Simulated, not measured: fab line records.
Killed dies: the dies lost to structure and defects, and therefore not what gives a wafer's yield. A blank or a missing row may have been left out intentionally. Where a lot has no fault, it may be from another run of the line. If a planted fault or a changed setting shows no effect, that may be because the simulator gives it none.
Chamber matching    flow nand_harc    NHARC_A_M0_DESCUM_14 on rie_diel-07 has 4 sister chambers
The step chemistry O2, time 3 s. 4 wafers are shown with their chamber, then 8 later ones without.

== WAFERS PAIRED WITH THEIR CHAMBERS ==
wafer   chamber  drypump_motor_current_A (A)
L095.3  0        5.2
L093.3  3        5.8
L093.5  2        5.6
L094.2  1        6.6

== WAFERS WITH NO CHAMBER GIVEN ==
wafer   drypump_motor_current_A (A)
L094.5  5.8
L094.6  5.6
L096.2  5.6
L096.5  5.6
L096.6  6.6
L097.2  6.6
L097.3  5.6
L097.6  5.7

== THE CHAMBER EACH PASSED THROUGH ==
wafer   from the rows above      in truth
L094.5  3                        3
L094.6  2                        2
L096.2  2                        2
L096.5  2                        2
L096.6  1                        1
L097.2  1                        1
L097.3  2                        2
L097.6  can't be placed: 3 or 2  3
Correct placement for 7 of the 8. Unplaceable from these rows: 1, with the true chamber sitting among the candidates in 1. Placed wrongly: 0.
How it was worked out, from the rows above alone: a wafer's distance from a chamber is the root of the sum, over the readings, of the square of ((its reading less the chamber's mean) divided by the reading's scatter). If the next closest chamber is less than 2 further off than the closest, the wafer can't be placed; otherwise it belongs to the closest. The mean given for a chamber averages the wafers shown for that chamber. The scatter (one wafer shown for each chamber): square how far every hidden wafer sits from the nearest shown wafer, average those squares and take the square root.
